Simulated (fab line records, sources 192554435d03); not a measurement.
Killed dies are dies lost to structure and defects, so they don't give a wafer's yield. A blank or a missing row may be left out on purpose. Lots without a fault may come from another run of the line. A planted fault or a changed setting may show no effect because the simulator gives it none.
fab line records | flow n5_finfet
record lots=24 wafers=72 last_day=17
route steps=1938 shown BEOL_M4@1039
lots that met no fault: from a run of the same line without faults
start_h: hours from the record's first day to the start of the lot's first wafer shown | wait_h: hours since the lot's step before | " the same as in the row above | L1.1+2: a row that stands for several wafers | - no value, or no start given | * or withheld: withheld | < > ~ a bound
route shown NAME@n: a module of which the file shows steps, and the number in the route of the first | usual: mean/standard deviation of fault-free wafers | same: alike in all rows | chamber/n: place in a boat | sites: the reading at each site | _std_site: their standard deviation | _edge_site: outer sites' mean less inner sites' | radius_mm: how far each site lies from the wafer's centre | mask NAME#n: copy n | behind: the tool/chamber that last shaped the wafer | hold: why the lot was held/for how many hours/how that ended | device: the transistor (n, p or np) that didn't switch | end of line: the same wafers' tests at the end of the route | a step without rows: its recipe alone | killed: dies lost to structure and defects at the first sort, not the wafer's yield | map: a wafer's dies, x killed, . not, _ none there
set.NAME: the setting as run; set.NAME@STEP: as run at that earlier step | model.NAME: the simulator's own value behind a step, which no gauge read
steps of the route over a sample of lots; a table a step, a row a wafer
services: from which hour (start_h, from the record's first day; less than 0 if before it) a tool's chamber was out of use, for how many hours, and why
## steps
# step N5_BEOL_M4_ETCH_63
# recipe chemistry=CF4 target=SiARC target_depth_a=156 mask_material=CAR-EUV time_s=26 ion_energy_ev=80 pressure_mtorr=40 source_w=545 bias_w=36 Ar_flow_sccm=100 cf4_flow_sccm=100 ends=cleared
# usual drypump_motor_current_A=5.6/0.51 etch_rf_on_time_s=25.9/0.38 oes_product_au=0.69/0.084 rf_vpp_V=184.1/1.2 showerhead_plenum_p_Torr=2.15/0.061 throttle_valve_pct=15.59/0.17
# columns lot.wafer tool chamber start_h wait_h drypump_motor_current_A etch_rf_on_time_s oes_product_au rf_hours_counter_h rf_vpp_V showerhead_plenum_p_Torr throttle_valve_pct
L074.1 rie_diel-01 0 161.21 0.0 5.4 25.2 0.84 4 184.5 2.19 15.68
L074.2 " 1 " " 4.9 25.7 0.79 16 183.6 2.10 15.25
L074.3 " 2 " " 5.5 25.9 0.62 169 184.4 2.14 15.51
L076.1 rie_diel-01 2 167.49 0.0 5.5 26.2 0.61 172 183.7 2.14 15.53
L076.2 " 0 " " 5.4 25.0 0.83 6 184.2 2.19 15.69
L076.4 " 3 " " 5.8 25.8 0.78 28 184.5 2.18 15.43
L075.1 rie_diel-04 0 168.06 0.0 5.6 26.1 0.59 237 183.3 2.12 16.05
L075.2 " 2 " " 6.5 25.8 0.83 5 185.1 2.28 15.45
L075.4 " 3 " " 5.6 25.6 0.64 185 184.0 2.05 15.44
L077.1 rie_diel-06 2 172.91 0.0 5.4 25.8 0.83 3 182.9 2.11 15.38
L077.5 " 0 " " 5.5 25.8 0.65 - 185.1 2.23 15.76
L077.6 " 1 " " 5.3 26.0 0.59 - 184.2 2.11 15.73
L078.1 rie_diel-04 3 174.15 0.0 5.6 25.5 0.64 186 182.3 2.05 15.46
L078.2 " 2 " " 6.5 25.7 0.83 7 185.7 2.28 15.46
L078.3 " 0 " " 5.6 26.5 0.59 239 183.7 2.12 16.05
L079.1 rie_diel-01 3 184.65 0.0 5.8 25.9 0.77 34 184.5 2.18 15.44
L079.2 " 1 " " 4.9 25.7 0.78 25 183.5 2.10 15.28
L079.3 " 0 " " 5.3 25.2 0.81 12 183.4 2.19 15.69
L080.2 rie_diel-06 0 195.51 0.0 5.5 26.2 0.64 146 184.5 2.23 15.77
L080.5 " 3 " " 6.8 26.3 0.63 - 186.0 2.21 15.69
L080.6 " 2 " " 5.4 26.3 0.79 - 183.5 2.10 15.41
L081.1 rie_diel-04 2 200.28 0.0 6.5 26.1 0.79 17 185.3 2.27 15.49
L081.2 " 0 " " 5.6 26.2 0.59 249 183.5 2.11 16.08
L081.6 " 1 " " 5.6 26.8 0.59 - 183.8 2.12 15.62
L082.2 rie_diel-06 1 207.87 0.0 5.3 26.5 0.58 240 185.6 2.11 15.74
L082.5 " 0 " " 5.5 26.3 0.63 - 185.5 2.22 15.76
L082.6 " 3 " " 6.8 26.5 0.63 - 185.8 2.21 15.70
L083.1 rie_diel-01 0 214.17 0.0 5.4 25.7 0.77 22 185.6 2.19 15.71
L083.3 " 2 " " 5.5 26.2 0.61 190 184.6 2.13 15.56
L083.5 " 1 " " 4.9 26.1 0.75 - 184.0 2.10 15.29
L084.1 rie_diel-01 0 218.79 0.0 5.4 25.4 0.78 24 184.2 2.19 15.71
L084.3 " 1 " " 4.9 25.6 0.76 37 184.0 2.10 15.29
L084.6 " 0 " " 5.3 25.5 0.79 - 184.6 2.19 15.72
L086.2 rie_diel-04 0 227.74 0.0 5.6 25.3 0.84 3 184.5 2.11 15.60
L086.5 " 2 " " 6.5 25.9 0.77 - 186.9 2.27 15.49
L086.6 " 1 " " 5.6 26.2 0.59 - 185.2 2.11 15.63
L085.3 rie_diel-06 2 227.91 0.0 5.4 26.2 0.77 22 182.8 2.10 15.43
L085.4 " 0 " " 5.5 26.1 0.64 157 183.1 2.22 15.79
L085.5 " 1 " " 5.3 25.9 0.58 - 183.6 2.11 15.75
L087.3 rie_diel-06 3 232.85 0.0 6.8 26.1 0.62 189 185.4 2.21 15.72
L087.5 " 1 " " 5.3 26.0 0.59 - 182.9 2.11 15.75
L087.6 " 0 " " 5.5 26.1 0.63 - 186.3 2.22 15.79
L088.1 rie_diel-04 0 234.22 0.0 5.6 25.5 0.81 5 183.9 2.11 15.59
L088.3 " 2 " " 6.5 26.0 0.77 32 187.9 2.27 15.49
L088.4 " 3 " " 5.6 25.7 0.62 212 181.4 2.04 15.51
L089.1 rie_diel-01 0 241.71 0.0 5.4 25.2 0.77 32 183.4 2.19 15.73
L089.3 " 3 " " 5.8 26.0 0.74 54 185.4 2.17 15.48
L089.6 " 2 " " 5.5 25.9 0.60 - 184.4 2.13 15.58
L091.1 rie_diel-01 2 255.68 0.0 5.5 25.7 0.61 205 184.4 2.13 15.57
L091.5 " 0 " " 5.3 25.1 0.76 - 183.2 2.18 15.74
L091.6 " 3 " " 5.8 25.8 0.74 - 184.7 2.17 15.50
L090.1 rie_diel-06 2 266.82 0.0 5.4 25.7 0.76 37 183.8 2.10 15.46
L090.3 " 0 " " 5.5 26.0 0.63 173 185.2 2.22 15.82
L090.5 " 0 " " 5.5 26.1 0.62 - 185.6 2.22 15.81
L092.1 rie_diel-04 1 271.62 0.0 5.6 26.2 0.58 246 181.9 2.11 15.66
L092.2 " 3 " " 5.6 25.2 0.62 225 182.2 2.03 15.52
L092.3 " 2 " " 6.5 25.8 0.75 46 185.9 2.26 15.54
L093.1 rie_diel-04 1 273.76 0.0 5.6 26.2 0.58 247 182.9 2.11 15.68
L093.2 " 2 " " 6.5 25.8 0.74 47 186.1 2.26 15.53
L093.4 " 1 " " 5.6 26.4 0.57 - 183.2 2.11 15.69
L094.2 rie_diel-01 0 276.71 0.0 5.3 25.5 0.75 44 185.3 2.18 15.76
L094.4 " 2 " " 5.5 26.1 0.59 212 182.9 2.12 15.61
L094.6 " 2 " " 5.5 25.9 0.60 - 184.1 2.12 15.60
L095.1 rie_diel-01 1 287.50 0.0 4.9 25.4 0.74 63 184.5 2.09 15.34
L095.4 " 0 " " 5.3 25.1 0.74 49 183.4 2.18 15.76
L095.6 " 0 " " 5.4 25.3 0.75 - 184.7 2.18 15.77
L096.2 rie_diel-06 2 288.51 0.0 5.4 25.7 0.75 44 182.2 2.09 15.48
L096.4 " 0 " " 5.6 26.0 0.62 - 183.9 2.21 15.84
L096.6 " 3 " " 6.8 26.2 0.61 - 183.3 2.20 15.76
L097.3 rie_diel-01 3 297.06 0.0 5.8 26.0 0.72 73 183.5 2.16 15.51
L097.4 " 1 " " 4.9 26.0 0.71 65 184.0 2.09 15.36
L097.5 " 3 " " 5.8 25.9 0.71 - 184.1 2.16 15.52
# step N5_BEOL_M4_ETCH_64
# recipe chemistry=N2/H2 target=SOC target_depth_a=750 overetch_a=225 mask_material=SiARC temp_c=40 time_s=121.9 ion_energy_ev=200 pressure_mtorr=30 source_w=840 bias_w=150 n2_flow_sccm=200 h2_flow_sccm=200
# usual drypump_motor_current_A=5.6/0.51 n2_flow_sccm=200.0/0.63 oes_product_au=0.61/0.071 rf_vpp_V=524.3/2.3 showerhead_plenum_p_Torr=2.56/0.081 throttle_valve_pct=17.81/0.17
# columns lot.wafer tool chamber start_h wait_h drypump_motor_current_A n2_flow_sccm oes_product_au rf_hours_counter_h rf_vpp_V showerhead_plenum_p_Torr throttle_valve_pct
L074.1 rie_diel-01 0 161.23 0.0 5.3 199.6 0.73 4 526.8 2.62 17.97
L074.2 " 1 " " 4.8 201.6 0.70 16 522.2 2.49 17.50
L074.3 " 2 " " 5.5 199.4 0.55 169 524.1 2.53 17.70
L076.1 rie_diel-01 2 167.52 0.0 5.5 200.0 0.56 172 525.1 2.53 17.69
L076.2 " 0 " " 5.3 200.5 0.72 6 525.0 2.62 17.96
L076.4 " 3 " " 5.8 199.6 0.69 28 524.3 2.60 17.66
L075.1 rie_diel-04 0 168.09 0.0 5.6 199.9 0.53 237 523.1 2.51 18.27
L075.2 " 2 " " 6.5 199.6 0.73 5 528.5 2.72 17.78
L075.4 " 3 " " 5.7 199.6 0.56 185 519.9 2.42 17.62
L077.1 rie_diel-06 2 172.93 0.0 5.3 200.3 0.73 3 522.7 2.50 17.57
L077.5 " 0 " " 5.5 199.9 0.58 - 526.8 2.65 17.93
L077.6 " 1 " " 5.3 199.3 0.53 - 523.2 2.51 17.90
L078.1 rie_diel-04 3 174.18 0.0 5.6 200.6 0.57 186 522.0 2.42 17.62
L078.2 " 2 " " 6.5 200.9 0.73 7 528.0 2.72 17.79
L078.3 " 0 " " 5.6 199.6 0.53 239 523.5 2.51 18.27
L079.1 rie_diel-01 3 184.68 0.0 5.8 200.1 0.68 34 524.9 2.60 17.68
L079.2 " 1 " " 4.8 199.8 0.69 25 522.9 2.49 17.51
L079.3 " 0 " " 5.4 200.4 0.71 12 525.9 2.61 17.98
L080.2 rie_diel-06 0 195.54 0.0 5.5 199.6 0.57 146 527.7 2.65 17.93
L080.5 " 3 " " 6.8 200.9 0.56 - 525.4 2.64 17.82
L080.6 " 2 " " 5.4 199.9 0.71 - 522.9 2.50 17.59
L081.1 rie_diel-04 2 200.31 0.0 6.5 200.0 0.70 17 529.1 2.72 17.80
L081.2 " 0 " " 5.6 198.7 0.52 249 523.2 2.51 18.28
L081.6 " 1 " " 5.6 200.3 0.53 - 522.5 2.52 17.94
L082.2 rie_diel-06 1 207.90 0.0 5.3 201.1 0.52 240 522.9 2.50 17.90
L082.5 " 0 " " 5.5 200.4 0.57 - 527.4 2.65 17.95
L082.6 " 3 " " 6.8 200.5 0.56 - 526.2 2.64 17.83
L083.1 rie_diel-01 0 214.20 0.0 5.4 199.8 0.68 22 525.3 2.61 18.01
L083.3 " 2 " " 5.5 199.7 0.54 190 523.3 2.52 17.74
L083.5 " 1 " " 4.9 200.5 0.67 - 521.8 2.48 17.53
L084.1 rie_diel-01 0 218.82 0.0 5.4 199.5 0.69 24 524.2 2.61 18.00
L084.3 " 1 " " 4.9 198.8 0.67 37 523.9 2.48 17.53
L084.6 " 0 " " 5.4 199.5 0.69 - 524.9 2.61 18.02
L086.2 rie_diel-04 0 227.77 0.0 5.6 199.0 0.72 3 521.1 2.51 17.86
L086.5 " 2 " " 6.5 201.0 0.69 - 528.9 2.71 17.81
L086.6 " 1 " " 5.6 199.0 0.53 - 522.3 2.51 17.95
L085.3 rie_diel-06 2 227.94 0.0 5.4 200.7 0.69 22 520.7 2.49 17.60
L085.4 " 0 " " 5.5 199.9 0.56 157 527.1 2.65 17.98
L085.5 " 1 " " 5.3 200.2 0.52 - 523.1 2.50 17.92
L087.3 rie_diel-06 3 232.88 0.0 6.8 199.8 0.56 189 527.3 2.63 17.83
L087.5 " 1 " " 5.3 200.1 0.52 - 523.8 2.50 17.91
L087.6 " 0 " " 5.5 199.6 0.56 - 527.0 2.64 17.96
L088.1 rie_diel-04 0 234.25 0.0 5.6 201.0 0.72 5 524.3 2.50 17.87
L088.3 " 2 " " 6.5 201.0 0.68 32 527.9 2.71 17.85
L088.4 " 3 " " 5.6 199.9 0.56 212 520.9 2.41 17.67
L089.1 rie_diel-01 0 241.74 0.0 5.4 198.8 0.67 32 526.9 2.60 18.02
L089.3 " 3 " " 5.8 200.3 0.66 54 524.9 2.59 17.71
L089.6 " 2 " " 5.5 200.0 0.54 - 523.2 2.52 17.75
L091.1 rie_diel-01 2 255.71 0.0 5.5 199.7 0.54 205 524.2 2.52 17.75
L091.5 " 0 " " 5.4 199.2 0.67 - 524.9 2.60 18.03
L091.6 " 3 " " 5.7 200.1 0.65 - 525.3 2.59 17.72
L090.1 rie_diel-06 2 266.85 0.0 5.4 200.1 0.66 37 522.6 2.49 17.63
L090.3 " 0 " " 5.5 200.8 0.56 173 526.5 2.64 17.96
L090.5 " 0 " " 5.5 200.0 0.55 - 527.8 2.64 17.99
L092.1 rie_diel-04 1 271.65 0.0 5.6 200.1 0.51 246 522.4 2.51 17.99
L092.2 " 3 " " 5.7 200.1 0.54 225 521.2 2.40 17.68
L092.3 " 2 " " 6.5 200.5 0.66 46 527.4 2.70 17.84
L093.1 rie_diel-04 1 273.78 0.0 5.6 200.8 0.51 247 522.5 2.50 17.99
L093.2 " 2 " " 6.5 200.4 0.66 48 529.5 2.70 17.86
L093.4 " 1 " " 5.6 200.4 0.52 - 522.8 2.50 18.00
L094.2 rie_diel-01 0 276.74 0.0 5.3 199.8 0.66 44 525.4 2.60 18.04
L094.4 " 2 " " 5.5 200.8 0.53 212 523.4 2.52 17.78
L094.6 " 2 " " 5.5 200.4 0.53 - 523.6 2.52 17.75
L095.1 rie_diel-01 1 287.53 0.0 4.8 198.8 0.64 63 522.0 2.47 17.56
L095.4 " 0 " " 5.4 198.2 0.66 49 523.1 2.60 18.07
L095.6 " 0 " " 5.4 199.1 0.65 - 525.2 2.60 18.04
L096.2 rie_diel-06 2 288.54 0.0 5.4 200.9 0.65 44 522.3 2.48 17.64
L096.4 " 0 " " 5.5 200.2 0.54 - 528.1 2.63 18.01
L096.6 " 3 " " 6.8 199.6 0.55 - 526.8 2.62 17.87
L097.3 rie_diel-01 3 297.09 0.0 5.8 199.6 0.65 73 524.8 2.58 17.75
L097.4 " 1 " " 4.8 199.9 0.64 65 522.0 2.47 17.57
L097.5 " 3 " " 5.8 200.2 0.64 - 524.6 2.58 17.75
# step N5_BEOL_M4_TRENCH_ETCH_37
# recipe chemistry=C4F6/O2 target_depth_a=555.55 target=SiOC time_s=29.2 ion_energy_ev=250 pressure_mtorr=30 source_w=355 bias_w=185 Ar_flow_sccm=300 C4F6_flow_sccm=10 O2_flow_sccm=10
# usual drypump_motor_current_A=5.7/0.54 oes_product_au=0.80/0.097 rf_vpp_V=661/4.7 showerhead_plenum_p_Torr=2.86/0.083 throttle_valve_pct=20.84/0.16
# columns lot.wafer tool chamber start_h wait_h drypump_motor_current_A oes_product_au rf_hours_counter_h rf_vpp_V showerhead_plenum_p_Torr throttle_valve_pct
L074.1 rie_diel-06 1 - - 5.3 0.69 224 651 2.81 20.91
L074.2 " 3 " " 6.8 0.75 166 661 2.95 20.89
L074.3 " 0 " " 5.5 0.75 135 666 2.96 20.94
L076.1 rie_diel-01 2 - - 5.5 0.72 174 665 2.85 20.77
L076.2 " 0 " " 5.3 0.96 8 663 2.92 21.04
L076.4 " 1 " " 4.9 0.92 21 655 2.79 20.55
L075.1 rie_diel-06 0 - - 5.5 0.76 139 667 2.96 20.96
L075.2 " 1 " " 5.4 0.69 228 653 2.81 20.90
L075.4 " 3 " " 6.8 0.74 169 661 2.94 20.90
L077.1 rie_diel-01 1 - - 4.8 0.92 25 653 2.79 20.56
L077.5 " 1 " " 4.8 0.91 - 654 2.79 20.55
L077.6 " 2 " " 5.5 0.73 - 667 2.85 20.78
L078.1 rie_diel-06 0 - - 5.5 0.76 142 667 2.95 20.95
L078.2 " 2 " " 5.4 0.95 7 657 2.81 20.76
L078.3 " 1 " " 5.4 0.68 232 652 2.81 20.91
L079.1 rie_diel-01 2 - - 5.5 0.71 179 665 2.85 20.79
L079.2 " 0 " " 5.3 0.94 13 662 2.91 21.05
L079.3 " 3 " " 5.8 0.89 34 656 2.89 20.70
L080.2 rie_diel-04 3 - - 5.7 0.73 197 665 2.71 20.60
L080.5 " 0 " " 5.6 0.68 - 661 2.82 21.34
L080.6 " 1 " " 5.6 0.69 - 662 2.81 20.77
L081.1 rie_diel-06 2 - - 5.4 0.93 14 657 2.81 20.78
L081.2 " 3 " " 6.8 0.73 180 663 2.94 20.91
L081.6 " 0 " " 5.5 0.75 - 667 2.95 20.98
L082.2 rie_diel-01 1 - - 4.9 0.89 34 653 2.79 20.56
L082.5 " 0 " " 5.3 0.92 - 663 2.91 21.06
L082.6 " 3 " " 5.8 0.88 - 657 2.89 20.71
L083.1 rie_diel-04 3 - - 5.7 0.73 204 663 2.71 20.64
L083.3 " 2 " " 6.5 0.91 - 667 3.03 20.84
L083.5 " 3 " " 5.6 0.74 - 663 2.71 20.63
L084.1 rie_diel-04 2 - - 6.5 0.90 29 666 3.03 20.86
L084.3 " 1 " " 5.6 0.69 228 663 2.80 20.79
L084.6 " 1 " " 5.6 0.68 - 664 2.80 20.81
L086.2 rie_diel-01 2 - - 5.5 0.71 197 665 2.84 20.81
L086.5 " 1 " " 4.9 0.86 - 655 2.78 20.57
L086.6 " 2 " " 5.5 0.71 - 664 2.84 20.82
L085.3 rie_diel-06 3 - - 6.8 0.73 189 662 2.93 20.93
L085.4 " 2 " " 5.4 0.90 23 656 2.80 20.78
L085.5 " 1 " " 5.3 0.68 - 653 2.80 20.94
L087.3 rie_diel-04 2 - - 6.5 0.90 34 665 3.02 20.86
L087.5 " 2 " " 6.5 0.89 - 666 3.02 20.85
L087.6 " 3 " " 5.6 0.73 - 665 2.70 20.64
L088.1 rie_diel-06 2 - - 5.4 0.91 25 657 2.80 20.80
L088.3 " 0 " " 5.5 0.74 160 665 2.95 20.97
L088.4 " 1 " " 5.4 0.68 251 652 2.80 20.95
L089.1 rie_diel-01 0 - - 5.4 0.90 35 662 2.90 21.07
L089.3 " 2 " " 5.5 0.70 203 665 2.83 20.80
L089.6 " 3 " " 5.8 0.86 - 656 2.88 20.73
L091.1 rie_diel-06 0 - - 5.5 0.72 171 666 2.94 20.99
L091.5 " 0 " " 5.5 0.73 - 667 2.94 21.01
L091.6 " 2 " " 5.4 0.88 - 657 2.80 20.79
L090.1 rie_diel-04 3 - - 5.6 0.72 224 666 2.70 20.67
L090.3 " 2 " " 6.5 0.87 45 665 3.02 20.89
L090.5 " 2 " " 6.5 0.87 - 666 3.02 20.89
L092.1 rie_diel-06 3 - - 6.8 0.72 206 663 2.93 20.96
L092.2 " 0 " " 5.5 0.73 176 667 2.94 20.98
L092.3 " 3 " " 6.8 0.71 - 661 2.93 20.94
L093.1 rie_diel-01 0 - - 5.3 0.89 44 662 2.90 21.10
L093.2 " 3 " " 5.8 0.86 66 655 2.87 20.75
L093.4 " 1 " " 4.9 0.85 57 655 2.77 20.60
L094.2 rie_diel-01 1 - - 4.9 0.85 59 655 2.77 20.61
L094.4 " 2 " " 5.5 0.69 213 664 2.83 20.83
L094.6 " 2 " " 5.5 0.70 - 663 2.83 20.83
L096.2 rie_diel-01 3 - - 5.8 0.85 71 655 2.87 20.76
L096.4 " 0 " " 5.4 0.87 50 661 2.90 21.10
L096.6 " 2 " " 5.5 0.69 - 665 2.83 20.83
L095.1 rie_diel-04 0 - - 5.6 0.89 28 660 2.80 21.03
L095.4 " 1 " " 5.6 0.98 0 662 2.79 20.48
L095.6 " 1 " " 5.6 0.98 - 662 2.79 20.47
L097.3 rie_diel-06 2 - - 5.4 0.86 50 658 2.79 20.82
L097.4 " 3 " " 6.8 0.70 - 661 2.92 20.98
L097.5 " 0 " " 5.5 0.70 - 667 2.93 21.02
# step N5_BEOL_M4_SPUTTER_81
# recipe material=Cu target_thk_a=45 temp_c=-20 chamber_pressure_pa=0.07 power_w=withheld time_s=8.29
# usual throttle_valve_pct=30.0/0.99
# columns lot.wafer tool chamber start_h wait_h throttle_valve_pct
L074.1 pvd_sputter-02 - 165.41 0.1 28.5
L074.2 " - " " 28.7
L074.3 " - " " 30.3
L076.1 pvd_sputter-02 - 173.90 0.1 31.5
L076.2 " - " " 30.6
L076.4 " - " " 28.8
L075.1 pvd_sputter-03 - 174.04 0.1 28.5
L075.2 " - " " 31.3
L075.4 " - " " 28.3
L077.1 pvd_sputter-03 - 184.02 0.1 28.5
L077.5 " - " " 28.6
L077.6 " - " " 31.7
L078.1 pvd_sputter-02 - 184.42 0.1 31.7
L078.2 " - " " 29.1
L078.3 " - " " 30.3
L079.1 pvd_sputter-01 - 188.17 0.1 30.8
L079.2 " - " " 30.8
L079.3 " - " " 29.6
L080.2 pvd_sputter-03 - 205.19 0.1 31.1
L080.5 " - " " 28.2
L080.6 " - " " 29.6
L081.1 pvd_sputter-01 - 205.77 0.1 30.9
L081.2 " - " " 29.6
L081.6 " - " " 30.8
L082.2 pvd_sputter-02 - 212.20 0.1 31.6
L082.5 " - " " 30.4
L082.6 " - " " 31.7
L083.1 pvd_sputter-01 - 221.78 0.1 31.0
L083.3 " - " " 30.7
L083.5 " - " " 30.8
L084.1 pvd_sputter-03 - 227.99 0.1 28.8
L084.3 " - " " 28.3
L084.6 " - " " 28.7
L086.2 pvd_sputter-03 - 234.24 0.1 28.7
L086.5 " - " " 29.6
L086.6 " - " " 28.5
L085.3 pvd_sputter-01 - 234.56 0.1 29.9
L085.4 " - " " 29.5
L085.5 " - " " 29.9
L087.3 pvd_sputter-02 - 241.78 0.1 28.9
L087.5 " - " " 28.7
L087.6 " - " " 29.0
L088.1 pvd_sputter-01 - 242.07 0.1 30.0
L088.3 " - " " 29.4
L088.4 " - " " 30.6
L089.1 pvd_sputter-01 - 250.67 0.1 30.8
L089.3 " - " " 30.5
L089.6 " - " " 30.1
L091.1 pvd_sputter-03 - 266.24 0.1 31.3
L091.5 " - " " 29.4
L091.6 " - " " 28.6
L090.1 pvd_sputter-01 - 271.34 0.1 29.8
L090.3 " - " " 30.4
L090.5 " - " " 29.3
L092.1 pvd_sputter-01 - 275.50 0.1 31.1
L092.2 " - " " 30.6
L092.3 " - " " 29.4
L093.1 pvd_sputter-01 - 277.96 0.1 30.6
L093.2 " - " " 30.0
L093.4 " - " " 30.9
L094.2 pvd_sputter-02 - 281.52 0.1 28.9
L094.4 " - " " 30.7
L094.6 " - " " 28.9
L096.2 pvd_sputter-02 - 294.81 0.1 30.2
L096.4 " - " " 31.8
L096.6 " - " " 28.9
L095.1 pvd_sputter-01 - 301.09 0.1 29.5
L095.4 " - " " 30.2
L095.6 " - " " 30.7
L097.3 pvd_sputter-01 - 305.81 0.1 29.4
L097.4 " - " " 30.6
L097.5 " - " " 30.1
# step N5_BEOL_M4_ANNEAL_87
# recipe temp_c=400 time_s=240 ambient=vacuum
# usual heater_power_w=860/110
# columns lot.wafer tool chamber start_h wait_h heater_power_w
L074.1 pvd_sputter-02 - 165.71 0.0 901
L074.2 " - " " 778
L074.3 " - " " 908
L075.1 pvd_sputter-03 - 174.34 0.0 744
L075.2 " - " " 768
L075.4 " - " " 888
L076.1 pvd_sputter-02 - 176.59 0.0 864
L076.2 " - " " 965
L076.4 " - " " 781
L077.1 pvd_sputter-03 - 184.32 0.0 757
L077.5 " - " " 869
L077.6 " - " " 782
L078.1 pvd_sputter-02 - 184.72 0.0 867
L078.2 " - " " 913
L078.3 " - " " 960
L079.1 pvd_sputter-01 - 188.47 0.0 933
L079.2 " - " " 801
L079.3 " - " " 737
L080.2 pvd_sputter-03 - 205.49 0.0 777
L080.5 " - " " 868
L080.6 " - " " 1147
L081.1 pvd_sputter-01 - 206.07 0.0 828
L081.2 " - " " 748
L081.6 " - " " 818
L082.2 pvd_sputter-02 - 212.50 0.0 840
L082.5 " - " " 935
L082.6 " - " " 882
L083.1 pvd_sputter-01 - 222.08 0.0 798
L083.3 " - " " 956
L083.5 " - " " 806
L084.1 pvd_sputter-03 - 228.29 0.0 730
L084.3 " - " " 897
L084.6 " - " " 731
L086.2 pvd_sputter-03 - 234.54 0.0 730
L086.5 " - " " 1141
L086.6 " - " " 756
L085.3 pvd_sputter-01 - 234.86 0.0 881
L085.4 " - " " 743
L085.5 " - " " 884
L087.3 pvd_sputter-02 - 242.08 0.0 888
L087.5 " - " " 897
L087.6 " - " " 772
L088.1 pvd_sputter-01 - 242.37 0.0 887
L088.3 " - " " 749
L088.4 " - " " 928
L089.1 pvd_sputter-01 - 250.97 0.0 825
L089.3 " - " " 943
L089.6 " - " " 877
L091.1 pvd_sputter-03 - 266.54 0.0 766
L091.5 " - " " 1127
L091.6 " - " " 735
L090.1 pvd_sputter-01 - 271.64 0.0 851
L090.3 " - " " 937
L090.5 " - " " 755
L092.1 pvd_sputter-01 - 275.80 0.0 798
L092.2 " - " " 935
L092.3 " - " " 749
L093.1 pvd_sputter-01 - 278.26 0.0 931
L093.2 " - " " 873
L093.4 " - " " 794
L094.2 pvd_sputter-02 - 281.82 0.0 890
L094.4 " - " " 932
L094.6 " - " " 888
L096.2 pvd_sputter-02 - 295.11 0.0 962
L096.4 " - " " 884
L096.6 " - " " 760
L095.1 pvd_sputter-01 - 301.39 0.0 742
L095.4 " - " " 953
L095.6 " - " " 934
L097.3 pvd_sputter-01 - 306.11 0.0 730
L097.4 " - " " 937
L097.5 " - " " 872
# step N5_BEOL_M4_SPUTTER_90
# recipe material=Cu target_thk_a=45 temp_c=-20 chamber_pressure_pa=0.07 power_w=withheld time_s=8.29
# usual throttle_valve_pct=29.9/0.98
# columns lot.wafer tool chamber start_h wait_h throttle_valve_pct
L074.1 pvd_sputter-02 - 166.07 0.1 29.4
L074.2 " - " " 29.0
L074.3 " - " " 30.5
L075.1 pvd_sputter-03 - 174.70 0.1 28.5
L075.2 " - " " 31.1
L075.4 " - " " 28.1
L076.1 pvd_sputter-02 - 176.95 0.1 31.2
L076.2 " - " " 30.5
L076.4 " - " " 28.9
L077.1 pvd_sputter-03 - 184.68 0.1 28.5
L077.5 " - " " 28.6
L077.6 " - " " 31.2
L078.1 pvd_sputter-02 - 185.08 0.1 31.5
L078.2 " - " " 28.9
L078.3 " - " " 30.3
L079.1 pvd_sputter-01 - 188.83 0.1 30.7
L079.2 " - " " 30.4
L079.3 " - " " 29.7
L080.2 pvd_sputter-03 - 205.85 0.1 31.5
L080.5 " - " " 28.2
L080.6 " - " " 29.7
L081.1 pvd_sputter-01 - 206.43 0.1 31.1
L081.2 " - " " 29.4
L081.6 " - " " 30.9
L082.2 pvd_sputter-02 - 212.86 0.1 31.3
L082.5 " - " " 30.4
L082.6 " - " " 31.6
L083.1 pvd_sputter-01 - 222.44 0.1 30.7
L083.3 " - " " 30.5
L083.5 " - " " 30.8
L084.1 pvd_sputter-03 - 228.65 0.1 28.6
L084.3 " - " " 28.2
L084.6 " - " " 28.8
L086.2 pvd_sputter-03 - 234.90 0.1 28.6
L086.5 " - " " 29.6
L086.6 " - " " 28.7
L085.3 pvd_sputter-01 - 235.22 0.1 30.0
L085.4 " - " " 29.4
L085.5 " - " " 29.9
L087.3 pvd_sputter-02 - 242.44 0.1 28.7
L087.5 " - " " 28.7
L087.6 " - " " 28.7
L088.1 pvd_sputter-01 - 242.73 0.1 30.0
L088.3 " - " " 29.6
L088.4 " - " " 30.6
L089.1 pvd_sputter-01 - 251.33 0.1 31.0
L089.3 " - " " 30.7
L089.6 " - " " 29.8
L091.1 pvd_sputter-03 - 266.90 0.1 31.1
L091.5 " - " " 29.6
L091.6 " - " " 28.6
L090.1 pvd_sputter-01 - 272.00 0.1 29.6
L090.3 " - " " 30.5
L090.5 " - " " 29.6
L092.1 pvd_sputter-01 - 276.16 0.1 30.8
L092.2 " - " " 30.5
L092.3 " - " " 29.6
L093.1 pvd_sputter-01 - 278.62 0.1 30.4
L093.2 " - " " 29.9
L093.4 " - " " 30.9
L094.2 pvd_sputter-02 - 282.18 0.1 28.9
L094.4 " - " " 30.6
L094.6 " - " " 28.9
L096.2 pvd_sputter-02 - 295.47 0.1 30.6
L096.4 " - " " 32.1
L096.6 " - " " 28.8
L095.1 pvd_sputter-01 - 301.75 0.1 29.6
L095.4 " - " " 30.4
L095.6 " - " " 30.7
L097.3 pvd_sputter-01 - 306.47 0.1 29.4
L097.4 " - " " 30.7
L097.5 " - " " 29.9
## services
# columns tool chamber start_h hours kind
rie_diel-06 2 150.22 - clean
rie_diel-06 2 150.22 - consumable_replace:focus_ring
rie_diel-06 2 150.22 14.8 scheduled_down
rie_diel-06 2 150.22 14.8 vent_cycle
rie_diel-04 0 204.28 - clean
rie_diel-04 0 204.28 - consumable_replace:focus_ring
rie_diel-04 0 204.28 17.3 scheduled_down
rie_diel-04 0 204.28 17.3 vent_cycle
rie_diel-04 1 217.32 5.2 repair
rie_diel-06 1 242.35 55.8 repair
rie_diel-04 0 265.68 8.2 repair
rie_diel-06 2 272.24 7.4 repair
rie_diel-04 1 282.28 - clean
rie_diel-04 1 282.28 - consumable_replace:focus_ring
rie_diel-04 1 282.28 15.7 scheduled_down
rie_diel-04 1 282.28 15.7 vent_cycle
rie_diel-06 1 298.26 - clean
rie_diel-06 1 298.26 - consumable_replace:focus_ring
rie_diel-06 1 298.26 15.7 scheduled_down
rie_diel-06 1 298.26 15.7 vent_cycle
rie_diel-04 2 302.97 9.8 repair
## key
fault none
